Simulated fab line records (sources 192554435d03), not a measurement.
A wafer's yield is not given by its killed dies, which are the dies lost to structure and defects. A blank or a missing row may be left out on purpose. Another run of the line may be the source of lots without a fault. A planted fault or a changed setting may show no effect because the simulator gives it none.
fab line records -- flow n5Finfet
record lots=11, wafers=33, lastDay=19
route steps=1938 shown BEOL_M6@1233 PASSIVATION@1936
lots untouched by any fault: they come from a run of this same line in which no faults occurred
startH: start of the lot's first displayed wafer, in hours after the record's first day -- waitH: hours elapsed since this lot's preceding step -- " same as the row above -- L1.1+2: several wafers, shown together as one row -- - value missing, or start not given -- * or withheld: withheld -- < > ~ a bound
route shown NAME@n: NAME is a module with steps in the file, n the number in the route of the first one -- usual: the fault-free wafers' mean and standard deviation -- same: alike in all rows -- chamber/n: place in a boat -- sites: the reading at each site -- _std_site: standard deviation of those values -- _edge_site: mean of outer sites minus mean of inner sites -- radiusMm: for every site, how far away it sits from the centre of the wafer -- mask NAME#n: copy n -- behind: the last tool/chamber to shape the wafer -- hold: reason for holding the lot/hours on hold/outcome of the hold -- device: the n, p or np transistor that did not switch -- end of line: the tests these same wafers got at the end of their route -- a step without rows: its recipe alone -- killed: not the wafer's yield, but the dies lost to structure and defects at the first sort -- map: shows each die of a wafer: x if killed, . if not, _ if none is there
set.NAME: the setting as run; set.NAME@STEP: as run at that earlier step -- model.NAME: the simulator's own value behind a step, which no gauge read
one table for each step of the route and one row for each wafer, over a sample of lots
services: a tool's chamber out of use, with start hour (startH, from the record's first day; less than 0 if before it), hours out, and reason
## steps
# step N5_BEOL_M6_ETCH_66
# recipe chemistry=N2/H2, target=SOC, targetDepthA=800, overetchA=160, maskMaterial=SiARC, tempC=40, timeS=120, ionEnergyEv=200, pressureMtorr=30, sourceW=840, biasW=150, n2FlowSccm=200, h2FlowSccm=200
# usual drypumpMotorCurrentA=6.0/0.52, oesProductAu=0.60/0.051, rfFwdPowerW=834.4/2.6, rfVppV=525.5/2.1, showerheadPlenumPTorr=2.60/0.075, throttleValvePct=17.82/0.23
lot.wafer,tool,chamber,startH,waitH,drypumpMotorCurrentA,oesProductAu,rfFwdPowerW,rfHoursCounterH,rfVppV,showerheadPlenumPTorr,throttleValvePct
L766.2,rieDiel-05,1,214.25,0.0,4.9,0.66,830.9,61,523.1,2.47,17.48
L766.3,rieDiel-05,0,214.25,0.0,5.7,0.57,835.2,143,526.9,2.66,18.08
L766.5,rieDiel-05,0,214.25,0.0,5.7,0.57,831.1,-,527.7,2.66,18.09
L767.2,rieDiel-03,3,218.12,0.0,6.2,0.57,833.5,170,524.6,2.53,17.86
L767.4,rieDiel-03,2,218.12,0.0,5.8,0.65,836.8,44,527.2,2.70,18.06
L767.6,rieDiel-03,3,218.12,0.0,6.2,0.57,835.1,-,524.9,2.53,17.86
L768.1,rieDiel-03,1,240.57,0.0,6.7,0.56,836.5,197,527.7,2.63,17.53
L768.2,rieDiel-03,0,240.57,0.0,6.4,0.68,835.1,26,524.0,2.59,17.54
L768.5,rieDiel-03,1,240.57,0.0,6.7,0.56,831.8,-,525.5,2.63,17.53
L771.1,rieDiel-02,1,244.95,0.0,5.0,0.65,834.2,59,522.8,2.49,17.82
L771.2,rieDiel-02,0,244.95,0.0,6.2,0.55,838.3,203,525.9,2.62,17.83
L771.4,rieDiel-02,3,244.95,0.0,5.8,0.61,833.3,114,527.3,2.67,18.03
L781.2,rieDiel-05,1,301.16,0.0,4.9,0.64,836.9,89,521.5,2.46,17.51
L781.3,rieDiel-05,2,301.16,0.0,5.9,0.69,832.3,11,524.3,2.60,17.29
L781.4,rieDiel-05,3,301.16,0.0,6.4,0.53,837.7,233,526.7,2.60,17.99
L783.2,rieDiel-03,2,318.50,0.0,5.8,0.62,833.8,85,527.3,2.69,18.11
L783.5,rieDiel-03,1,318.50,0.0,6.7,0.55,837.0,-,527.9,2.62,17.55
L783.6,rieDiel-03,0,318.50,0.0,6.4,0.65,836.4,-,525.3,2.58,17.59
L784.1,rieDiel-03,0,323.12,0.0,6.5,0.64,834.9,56,526.3,2.58,17.59
L784.5,rieDiel-03,0,323.12,0.0,6.4,0.65,836.1,-,524.3,2.58,17.58
L784.6,rieDiel-03,3,323.12,0.0,6.1,0.55,835.2,-,522.4,2.51,17.92
L785.2,rieDiel-02,2,327.85,0.0,6.0,0.66,832.8,40,528.0,2.70,17.76
L785.4,rieDiel-02,0,327.85,0.0,6.2,0.53,836.8,231,525.9,2.61,17.90
L785.6,rieDiel-02,3,327.85,0.0,5.8,0.59,832.2,-,527.8,2.65,18.09
L787.2,rieDiel-03,0,335.81,0.0,6.4,0.65,834.4,64,523.5,2.58,17.60
L787.5,rieDiel-03,2,335.81,0.0,5.8,0.61,831.0,-,528.3,2.68,18.15
L787.6,rieDiel-03,1,335.81,0.0,6.7,0.54,837.5,-,526.9,2.62,17.59
L788.1,rieDiel-03,2,345.77,0.0,5.8,0.61,833.4,98,527.7,2.68,18.14
L788.3,rieDiel-03,1,345.77,0.0,6.7,0.54,835.7,236,526.3,2.61,17.60
L788.4,rieDiel-03,0,345.77,0.0,6.4,0.63,835.5,68,525.0,2.57,17.60
L789.2,rieDiel-03,0,362.25,0.0,6.4,0.62,834.5,73,525.3,2.57,17.62
L789.3,rieDiel-03,1,362.25,0.0,6.7,0.54,837.8,241,523.6,2.61,17.61
L789.5,rieDiel-03,3,362.25,0.0,6.1,0.54,835.1,-,522.5,2.50,17.97
# step N5_BEOL_M6_DEGAS_44
# recipe ambient=vacuum, tempC=250, timeS=60
# usual heaterPowerW=325/18, susceptorTempC=250.02/0.17
lot.wafer,tool,chamber,startH,waitH,heaterPowerW,susceptorTempC
L766.2,pvdSputter-03,-,215.99,1.1,322,250.25
L766.3,pvdSputter-03,-,215.99,1.1,335,250.07
L766.5,pvdSputter-03,-,215.99,1.1,327,249.92
L767.2,pvdSputter-02,-,219.06,0.3,324,250.14
L767.4,pvdSputter-02,-,219.06,0.3,332,250.09
L767.6,pvdSputter-02,-,219.06,0.3,324,249.72
L768.1,pvdSputter-01,-,241.88,0.7,278,250.30
L768.2,pvdSputter-01,-,241.88,0.7,309,250.06
L768.5,pvdSputter-01,-,241.88,0.7,288,250.20
L771.1,pvdSputter-02,-,246.09,0.5,337,249.91
L771.2,pvdSputter-02,-,246.09,0.5,322,249.87
L771.4,pvdSputter-02,-,246.09,0.5,316,249.77
L781.2,pvdSputter-01,-,302.23,0.4,338,250.00
L781.3,pvdSputter-01,-,302.23,0.4,339,249.99
L781.4,pvdSputter-01,-,302.23,0.4,287,249.90
L783.2,pvdSputter-01,-,319.91,0.5,340,250.09
L783.5,pvdSputter-01,-,319.91,0.5,333,250.04
L783.6,pvdSputter-01,-,319.91,0.5,289,249.97
L784.1,pvdSputter-01,-,324.29,0.6,307,250.14
L784.5,pvdSputter-01,-,324.29,0.6,319,250.03
L784.6,pvdSputter-01,-,324.29,0.6,329,250.17
L785.2,pvdSputter-02,-,328.86,0.4,333,250.21
L785.4,pvdSputter-02,-,328.86,0.4,337,250.26
L785.6,pvdSputter-02,-,328.86,0.4,323,250.18
L787.2,pvdSputter-02,-,337.85,1.4,329,250.11
L787.5,pvdSputter-02,-,337.85,1.4,325,249.80
L787.6,pvdSputter-02,-,337.85,1.4,326,249.88
L788.1,pvdSputter-02,-,347.11,0.6,317,250.08
L788.3,pvdSputter-02,-,347.11,0.6,348,250.18
L788.4,pvdSputter-02,-,347.11,0.6,315,249.80
L789.2,pvdSputter-03,-,363.57,0.4,330,250.06
L789.3,pvdSputter-03,-,363.57,0.4,328,250.10
L789.5,pvdSputter-03,-,363.57,0.4,334,250.02
# step N5_BEOL_M6_SURFACE_TREAT_79
# recipe gas=Ar, timeS=*, ionEnergyEv=*, ionCurrentMaCm2=0.5, pressureMtorr=*, arFlowSccm=30
# usual pressureMtorr=*, throttleValvePct=*
lot.wafer,tool,chamber,startH,waitH,pressureMtorr,throttleValvePct
L766.2,pvdSputter-03,-,216.45,0.2,*,*
L766.3,pvdSputter-03,-,216.45,0.2,*,*
L766.5,pvdSputter-03,-,216.45,0.2,*,*
L767.2,pvdSputter-01,-,220.74,1.4,*,*
L767.4,pvdSputter-01,-,220.74,1.4,*,*
L767.6,pvdSputter-01,-,220.74,1.4,*,*
L768.1,pvdSputter-01,-,242.50,0.3,*,*
L768.2,pvdSputter-01,-,242.50,0.3,*,*
L768.5,pvdSputter-01,-,242.50,0.3,*,*
L771.1,pvdSputter-02,-,248.57,2.2,*,*
L771.2,pvdSputter-02,-,248.57,2.2,*,*
L771.4,pvdSputter-02,-,248.57,2.2,*,*
L781.2,pvdSputter-03,-,302.67,0.2,*,*
L781.3,pvdSputter-03,-,302.67,0.2,*,*
L781.4,pvdSputter-03,-,302.67,0.2,*,*
L783.2,pvdSputter-01,-,320.31,0.2,*,*
L783.5,pvdSputter-01,-,320.31,0.2,*,*
L783.6,pvdSputter-01,-,320.31,0.2,*,*
L784.1,pvdSputter-01,-,324.75,0.2,*,*
L784.5,pvdSputter-01,-,324.75,0.2,*,*
L784.6,pvdSputter-01,-,324.75,0.2,*,*
L785.2,pvdSputter-02,-,329.34,0.2,*,*
L785.4,pvdSputter-02,-,329.34,0.2,*,*
L785.6,pvdSputter-02,-,329.34,0.2,*,*
L787.2,pvdSputter-02,-,338.47,0.2,*,*
L787.5,pvdSputter-02,-,338.47,0.2,*,*
L787.6,pvdSputter-02,-,338.47,0.2,*,*
L788.1,pvdSputter-01,-,347.52,0.2,*,*
L788.3,pvdSputter-01,-,347.52,0.2,*,*
L788.4,pvdSputter-01,-,347.52,0.2,*,*
L789.2,pvdSputter-01,-,364.00,0.2,*,*
L789.3,pvdSputter-01,-,364.00,0.2,*,*
L789.5,pvdSputter-01,-,364.00,0.2,*,*
# step N5_BEOL_M6_CVD_78
# recipe material=Co, targetThkA=20, tempC=withheld, precursor=CCTBA/H2, pressureTorr=30, timeS=142.3
# usual runLengthS=165.6/0.61
lot.wafer,tool,chamber,startH,waitH,runLengthS
L766.2,cvdCo-01,2,216.70,0.2,164.7
L766.3,cvdCo-01,0,216.70,0.2,165.5
L766.5,cvdCo-01,2,216.70,0.2,164.8
L767.2,cvdCo-02,1,220.84,0.1,166.0
L767.4,cvdCo-02,2,220.84,0.1,165.2
L767.6,cvdCo-02,0,220.84,0.1,166.5
L768.1,cvdCo-01,1,242.56,0.0,165.7
L768.2,cvdCo-01,0,242.56,0.0,166.0
L768.5,cvdCo-01,2,242.56,0.0,165.1
L771.1,cvdCo-02,1,248.64,0.0,166.5
L771.2,cvdCo-02,0,248.64,0.0,209.2
L771.4,cvdCo-02,0,248.64,0.0,208.8
L781.2,cvdCo-01,0,302.73,0.0,165.1
L781.3,cvdCo-01,2,302.73,0.0,164.6
L781.4,cvdCo-01,1,302.73,0.0,165.9
L783.2,cvdCo-01,1,320.45,0.1,166.6
L783.5,cvdCo-01,1,320.45,0.1,165.9
L783.6,cvdCo-01,0,320.45,0.1,165.4
L784.1,cvdCo-02,1,325.04,0.3,166.5
L784.5,cvdCo-02,2,325.04,0.3,165.5
L784.6,cvdCo-02,0,325.04,0.3,166.1
L785.2,cvdCo-01,1,329.47,0.1,166.5
L785.4,cvdCo-01,0,329.47,0.1,165.6
L785.6,cvdCo-01,1,329.47,0.1,166.0
L787.2,cvdCo-02,0,338.53,0.0,165.7
L787.5,cvdCo-02,2,338.53,0.0,165.5
L787.6,cvdCo-02,0,338.53,0.0,165.7
L788.1,cvdCo-01,1,347.58,0.0,166.0
L788.3,cvdCo-01,2,347.58,0.0,164.9
L788.4,cvdCo-01,1,347.58,0.0,166.3
L789.2,cvdCo-01,1,364.23,0.2,166.3
L789.3,cvdCo-01,2,364.23,0.2,164.5
L789.5,cvdCo-01,0,364.23,0.2,165.3
# step N5_PASSIVATION_PROBE_49
# usual defectLimitedYield=91.5/1.3, killed_at_M0_to_M3=33/10, killed_at_M4_up=13/4, killedAtContacts=12/6.3, killedAtFrontEnd=39/11, killedAtOther=3.4/2.6, killedDies=100/15, killedOpen=65/11, killedShort=34/7.8, sort_bin_5_function=5.0/0.89, sort_bin_6_memory=3.2/0.58, sortNPass=1080/15, sortYieldPct=91.5/1.3
# same grossDies=1180, killedAtBackSide=0, sort_bin_4_leakage[%]=0, sort_bin_8_speed[%]=0
lot.wafer,tool,chamber,startH,waitH,defectLimitedYield[%],killed_at_M0_to_M3,killed_at_M4_up,killedAtContacts,killedAtFrontEnd,killedAtOther,killedDies,killedOpen,killedShort,sort_bin_5_function[%],sort_bin_6_memory[%],sortNPass,sortYieldPct[%]
L771.1,prober-02,-,338.18,0.0,91.3,25,16,15,44,3,103,70,31,5.1,3.4,1077,91.3
L771.2,prober-02,-,338.23,0.1,88.7,23,15,25,64,6,133,85,47,6.1,4.8,1047,88.7
L771.4,prober-02,-,338.33,0.2,90.7,33,8,11,56,2,110,76,32,4.8,4.0,1070,90.7
L781.2,prober-02,-,392.46,0.1,91.0,35,12,13,42,4,106,71,35,6.0,2.7,1074,91.0
L781.3,prober-02,-,392.51,0.1,92.4,39,8,10,30,3,90,50,39,3.8,3.1,1090,92.4
L781.4,prober-02,-,392.56,0.2,93.5,24,8,20,25,0,77,48,29,3.2,2.9,1103,93.5
L783.2,prober-01,-,417.42,0.1,93.1,21,14,7,37,2,81,49,32,4.0,2.8,1099,93.1
L783.5,prober-01,-,417.57,0.2,90.8,28,17,6,53,4,108,74,34,6.0,3.0,1072,90.8
L783.6,prober-01,-,417.62,0.3,92.2,24,14,6,43,5,92,62,30,5.0,2.4,1088,92.2
# killed by level:class
L771.1 STI_FIN_REVEAL:geometricParticle:open=15 MOL_CONTACT_COAG:geometricParticle:open=13 BEOL_M2:geometricParticle:open=8 BEOL_M0_SAQP:geometricParticle:open=7 BEOL_M4:geometricParticle:open=7 FIN_SAQP:geometricParticle:short=5 FIN_SAQP:geometricParticle:open=4 STI_FIN_REVEAL:geometricParticle:short=4
L771.2 MOL_CONTACT_COAG:geometricParticle:open=23 STI_FIN_REVEAL:geometricParticle:open=22 FIN_SAQP:geometricParticle:short=13 BEOL_M0_SAQP:geometricParticle:short=10 FIN_SAQP:geometricParticle:open=7 STI_FIN_REVEAL:geometricParticle:short=7 BEOL_M2:geometricParticle:open=6 BEOL_M4:geometricParticle:open=6
L771.4 FIN_SAQP:geometricParticle:open=15 FIN_SAQP:geometricParticle:short=12 BEOL_M0_SAQP:geometricParticle:open=12 MOL_CONTACT_COAG:geometricParticle:open=10 STI_FIN_REVEAL:geometricParticle:open=9 BEOL_M0_SAQP:geometricParticle:short=7 BEOL_M2:geometricParticle:open=6 BEOL_M3:geometricParticle:open=4
L781.2 BEOL_M0_SAQP:geometricParticle:open=12 FIN_SAQP:geometricParticle:short=10 MOL_CONTACT_COAG:geometricParticle:open=9 STI_FIN_REVEAL:geometricParticle:open=7 BEOL_M0_SAQP:geometricParticle:short=7 GATE_CUT:geometricParticle:open=6 GATE_CUT:geometricParticle:short=6 FIN_SAQP:geometricParticle:open=5
L781.3 BEOL_M0_SAQP:geometricParticle:short=11 FIN_SAQP:geometricParticle:short=9 MOL_CONTACT_COAG:geometricParticle:open=9 BEOL_M2:geometricParticle:open=8 GATE_CUT:geometricParticle:short=7 BEOL_M0_SAQP:geometricParticle:open=7 BEOL_M3:geometricParticle:open=5 BEOL_M1:geometricParticle:open=4
L781.4 MOL_CONTACT_COAG:geometricParticle:open=15 BEOL_M0_SAQP:geometricParticle:short=8 FIN_SAQP:geometricParticle:open=7 GATE_CUT:geometricParticle:short=6 BEOL_M3:geometricParticle:open=6 MOL_CONTACT_COAG:geometricParticle:short=5 FIN_SAQP:geometricParticle:short=3 STI_FIN_REVEAL:geometricParticle:open=3
L783.2 STI_FIN_REVEAL:geometricParticle:open=11 FIN_SAQP:geometricParticle:open=9 BEOL_M0_SAQP:geometricParticle:short=7 BEOL_M3:geometricParticle:open=6 GATE_CUT:geometricParticle:short=4 MOL_CONTACT_COAG:geometricParticle:short=4 FIN_SAQP:geometricParticle:short=3 MOL_CONTACT_COAG:geometricParticle:open=3
L783.5 DUMMY_GATE:geometricParticle:open=15 FIN_SAQP:geometricParticle:open=14 FIN_SAQP:geometricParticle:short=7 MOL_CONTACT_COAG:geometricParticle:open=6 STI_FIN_REVEAL:geometricParticle:open=5 BEOL_M4:geometricParticle:open=5 BEOL_M8:geometricParticle:open=4 BEOL_M0_SAQP:geometricParticle:short=4
L783.6 FIN_SAQP:geometricParticle:open=11 STI_FIN_REVEAL:geometricParticle:open=10 FIN_SAQP:geometricParticle:short=6 MOL_CONTACT_COAG:geometricParticle:open=5 BEOL_M0:geometricParticle:short=5 BEOL_M1:geometricParticle:open=5 BEOL_M4:geometricParticle:short=5 DUMMY_GATE:geometricParticle:open=4
## services
tool,chamber,startH,hours,kind
rieDiel-05,3,191.40,1.4,repair
rieDiel-03,1,222.81,2.7,repair
rieDiel-02,0,236.29,1.6,repair
rieDiel-05,2,248.47,1.5,repair
rieDiel-05,2,250.18,-,clean
rieDiel-05,2,250.18,-,consumableReplace:focusRing
rieDiel-05,2,250.18,13.4,scheduledDown
rieDiel-05,2,250.18,13.4,ventCycle
rieDiel-03,0,253.76,5.9,repair
rieDiel-05,1,276.26,3.2,repair
pvdSputter-01,-,283.92,0.7,repair
rieDiel-05,-,322.76,14.6,pm
cvdCo-02,2,329.57,7.7,repair
cvdCo-02,1,337.31,-,clean
cvdCo-02,1,337.31,22.0,scheduledDown
cvdCo-02,1,337.31,22.0,ventCycle
rieDiel-05,0,341.64,21.4,repair
cvdCo-02,-,349.37,3.8,pm
pvdSputter-02,-,359.51,2.0,repair
rieDiel-05,3,363.02,-,clean
rieDiel-05,3,363.02,-,consumableReplace:focusRing
rieDiel-05,3,363.02,17.6,scheduledDown
rieDiel-05,3,363.02,17.6,ventCycle
## key
firstSign step=N5_BEOL_M6_CVD_78, reading=runLengthS, direction=up, sigmas=71, usual=*, struck=*
effect none on later readings
metAt N5_BEOL_M6_CVD_78
struckLots L771
struckWafers L771.2,L771.4
notActingAt N5_BEOL_M6_ETCH_66,N5_BEOL_M6_DEGAS_44,N5_BEOL_M6_SURFACE_TREAT_79
onsetBetween 220.84 248.64
fault kind=processParameterDrift, tool=cvdCo-02, chamber=0, onsetH=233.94, steps=N5_BEOL_M6_CVD_78, channel=timeS, offset=*, shape=step, endH=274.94, actsIn=*, stated=*
